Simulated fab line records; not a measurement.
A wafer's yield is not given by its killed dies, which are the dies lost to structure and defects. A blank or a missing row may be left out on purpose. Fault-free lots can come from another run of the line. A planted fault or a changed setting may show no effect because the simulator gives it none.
Which tool is to blame? -- flow nandHarc -- 12 lots, 32 wafers sampled, at 5 steps of a route of 1159

== WHAT THE GAUGES SHOWED, per wafer ==
NHARC_END_SORT_01. Usual: killedAtArray 28, standard deviation 10; killedAtOther 0.6, standard deviation 0.85; killedAtPeriphery 3.3, standard deviation 2.3; killedDies 32, standard deviation 11; killedOpen 3.3, standard deviation 1.5; killedShort 2.1, standard deviation 1.4.
lot,measured,on,killedAtArray,killedAtOther,killedAtPeriphery,killedDies,killedOpen,killedShort,flag
L395,day 21 14:31,prober-01,13 10 12,0 2 0,4 7 5,17 19 17,3 2 4,1 3 2,

== WHICH TOOL RAN EACH LOT (tool, then ch and the chambers of the sampled wafers, then the start) ==
lot,NHARC_A_CONTACT_STRIP_55,NHARC_A_CONTACT_DEP_58,NHARC_A_CONTACT_ETCH_75,NHARC_A_CONTACT_ETCH_124
L385,"rieDiel-02 ch 0,1,2, day 17 01:31 or earlier","pecvd-02 ch 1,2, day 17 01:31","rieDiel-02 ch 0,1,3, day 17 02:23","harCapEtch-02 ch 0,1, day 17 03:26"
L388,"rieDiel-02 ch 0,2,3, day 17 02:16 or earlier","pecvd-01 ch 0,1,2, day 17 02:16","rieDiel-02 ch 1,2,3, day 17 03:19","harCapEtch-01 ch 0,1, day 17 04:21"
L386,"rieDiel-01 ch 1,2, day 17 06:06 or earlier","pecvd-02 ch 0,1,2, day 17 06:06","rieDiel-01 ch 2,3, day 17 07:06","harCapEtch-02 ch 0,1, day 17 08:15"
L387,"rieDiel-02 ch 1,3, day 17 13:07 or earlier","pecvd-01 ch 0,2, day 17 13:07","rieDiel-12 ch 0,1,3, day 17 14:08","harCapEtch-01 ch 0,1, day 17 15:12"
L389,"rieDiel-12 ch 1,2,3, day 17 15:46 or earlier","pecvd-02 ch 0,1,2, day 17 15:46","rieDiel-01 ch 0,1,2, day 17 16:44","harCapEtch-02 ch 0,1, day 17 17:47"
L392,"rieDiel-12 ch 3, day 18 07:56 or earlier","pecvd-02 ch 0, day 18 07:56","rieDiel-02 ch 1, day 18 08:53","harCapEtch-01 ch 0, day 18 09:56"
L391,"rieDiel-02 ch 1,3, day 18 13:02 or earlier","pecvd-01 ch 1,2, day 18 13:02","rieDiel-12 ch 0,3, day 18 14:07","harCapEtch-01 ch 0,1, day 18 15:15"
L395,"rieDiel-01 ch 0,1,3, day 18 23:34 or earlier","pecvd-02 ch 0,1,2, day 18 23:34","rieDiel-01 ch 0,1,3, day 19 00:33","harCapEtch-01 ch 0,1, day 19 01:40"
L394,"rieDiel-12 ch 3, day 19 00:22 or earlier","pecvd-02 ch 1, day 19 00:22","rieDiel-02 ch 1, day 19 01:17","harCapEtch-03 ch 0, day 19 02:45"
L397,"rieDiel-02 ch 0,1, day 19 14:01 or earlier","pecvd-01 ch 0,1, day 19 14:01","rieDiel-01 ch 0,2,3, day 19 15:07","harCapEtch-02 ch 0,1, day 19 16:22"
L396,"rieDiel-12 ch 0,1,3, day 19 14:32 or earlier","pecvd-04 ch 0,1,2, day 19 14:32","rieDiel-01 ch 0,2,3, day 19 15:33","harCapEtch-03 ch 0, day 19 16:45"
L402,"rieDiel-12 ch 0,1,3, day 21 11:40 or earlier","pecvd-01 ch 0,1, day 21 11:40","rieDiel-12 ch 0,2,3, day 21 12:33","harCapEtch-02 ch 0,1, day 21 13:46"
- NHARC_A_CONTACT_STRIP_55: strips in O2.
- NHARC_A_CONTACT_DEP_58: deposits SiON, target thk 60 nm.
- NHARC_A_CONTACT_ETCH_75: etches the open film in CF4, target depth 39 nm, time 65 s.
- NHARC_A_CONTACT_ETCH_124: etches the open film in C4F8/O2/Ar, time 140 s, target depth 700 nm.

== WHAT THE TOOLS THEMSELVES READ (means of the sampled wafers that have a number; where no wafer has one, the mark that the record gives instead) ==
NHARC_A_CONTACT_STRIP_55. Usual: drypumpMotorCurrentA 5.98 A, standard deviation 0.22; oesProductAu 0.999 a.u., standard deviation 0.008; rfVppV 57.7 V, standard deviation 0.87; showerheadPlenumPTorr 3.50 Torr, standard deviation 0.14; throttleValvePct 17.037 %, standard deviation 0.0093.
lot,tool,drypumpMotorCurrentA (A),oesProductAu (a.u.),rfVppV (V),showerheadPlenumPTorr (Torr),throttleValvePct (%),flag
L385,rieDiel-02,6.11,1.008,57.7,3.54,17.040,
L388,rieDiel-02,6.00,1.000,57.6,3.44,17.044,
L386,rieDiel-01,5.96,0.994,57.6,3.54,17.035,
L387,rieDiel-02,6.16,0.992,58.0,3.61,17.038,
L389,rieDiel-12,5.86,0.991,57.5,3.48,17.044,
L392,rieDiel-12,6.19,1.004,58.4,3.66,17.035,
L391,rieDiel-02,6.08,0.995,57.7,3.50,17.030,
L395,rieDiel-01,5.78,0.999,58.2,3.56,17.025,
L394,rieDiel-12,6.21,1.012,59.5,3.65,17.041,
L397,rieDiel-02,6.10,0.993,57.4,3.55,17.037,
L396,rieDiel-12,6.04,1.001,56.6,3.49,17.037,
L402,rieDiel-12,6.05,1.002,58.2,3.48,17.036,

NHARC_A_CONTACT_DEP_58. Usual: heaterPowerW 723 W, standard deviation 91; susceptorTempC 399.99 C, standard deviation 0.21.
lot,tool,heaterPowerW (W),susceptorTempC (C),flag
L385,pecvd-02,734,400.04,
L388,pecvd-01,648,400.04,
L386,pecvd-02,705,400.12,
L387,pecvd-01,630,400.01,
L389,pecvd-02,698,400.05,
L392,pecvd-02,669,399.64,
L391,pecvd-01,630,400.06,
L395,pecvd-02,707,399.68,
L394,pecvd-02,655,400.07,
L397,pecvd-01,693,400.03,
L396,pecvd-04,794,399.87,
L402,pecvd-01,726,400.23,

NHARC_A_CONTACT_ETCH_75. Usual: drypumpMotorCurrentA 5.99 A, standard deviation 0.2; oesProductAu 1.000 a.u., standard deviation 0.0082; rfVppV 150.9 V, standard deviation 1.2; runLengthS 86.2 s, standard deviation 0.46; showerheadPlenumPTorr 1.75 Torr, standard deviation 0.071; throttleValvePct 13.284 %, standard deviation 0.0091.
lot,tool,drypumpMotorCurrentA (A),oesProductAu (a.u.),rfVppV (V),runLengthS (s),showerheadPlenumPTorr (Torr),throttleValvePct (%),flag
L385,rieDiel-02,6.06,1.005,150.9,86.3,1.77,13.280,
L388,rieDiel-02,6.07,0.999,151.0,86.2,1.76,13.283,
L386,rieDiel-01,5.66,1.000,150.6,86.2,1.73,13.282,
L387,rieDiel-12,6.02,0.995,151.0,86.0,1.75,13.280,
L389,rieDiel-01,5.84,1.000,150.1,86.3,1.71,13.279,
L392,rieDiel-02,6.23,0.999,151.4,72.1,1.86,13.289,OFF
L391,rieDiel-12,6.19,0.996,151.2,86.3,1.81,13.278,
L395,rieDiel-01,5.78,1.003,151.8,85.8,1.78,13.289,
L394,rieDiel-02,6.23,1.006,152.4,71.8,1.86,13.297,OFF
L397,rieDiel-01,5.66,0.999,151.0,86.3,1.72,13.284,
L396,rieDiel-01,5.66,0.999,150.9,86.2,1.72,13.280,
L402,rieDiel-12,5.96,0.993,151.5,86.5,1.78,13.281,

NHARC_A_CONTACT_ETCH_124. Usual: runLengthS reads 141.4 s (standard deviation 0.46).
lot,tool,runLengthS (s),flag
L385,harCapEtch-02,141.5,
L388,harCapEtch-01,141.7,
L386,harCapEtch-02,141.5,
L387,harCapEtch-01,141.6,
L389,harCapEtch-02,141.7,
L392,harCapEtch-01,141.5,
L391,harCapEtch-01,141.4,
L395,harCapEtch-01,141.6,
L394,harCapEtch-03,141.7,
L397,harCapEtch-02,141.4,
L396,harCapEtch-03,141.3,
L402,harCapEtch-02,141.4,

== THE ANSWER, worked out from the rows above alone ==
Rule: take the mean of a lot's wafers that have a number; if it is more than 3 standard deviations from the usual mean, the lot is off. Also off: a lot with no number at a reading for which 4 or more lots have one. Any other lot the step has rows for is counted as sound. After the gauges, taken in route order, come the tools' own readings; for these a lot's mean is taken, as printed above. At the first step where some lot is off, the reading lying furthest off is the one used; lots without a number count as furthest.
Off: L392, L394 (NHARC_A_CONTACT_ETCH_75, runLengthS).
If a tool, at that step or one of the process steps before it, ran each lot that is off and ran no sound lot following the first of them, it fits. NHARC_A_CONTACT_STRIP_55 gives no start for some lots, so the hours and the order of its lots are those of NHARC_A_CONTACT_DEP_58. One candidate fits, namely rieDiel-02 at NHARC_A_CONTACT_ETCH_75. A fault onset in the window from L388 (day 17 03:19, its last sound lot) to L392 (day 18 08:53, its first lot off) fits.
On the lots that are off, the tool's own readings at NHARC_A_CONTACT_ETCH_75 differ by more than 5 times the standard deviation of the sound lots' means, which bears it out; runLengthS reads 71.9 s there versus 86.2 s on the sound lots.

== WHAT THE SIMULATOR HAD INSERTED ==
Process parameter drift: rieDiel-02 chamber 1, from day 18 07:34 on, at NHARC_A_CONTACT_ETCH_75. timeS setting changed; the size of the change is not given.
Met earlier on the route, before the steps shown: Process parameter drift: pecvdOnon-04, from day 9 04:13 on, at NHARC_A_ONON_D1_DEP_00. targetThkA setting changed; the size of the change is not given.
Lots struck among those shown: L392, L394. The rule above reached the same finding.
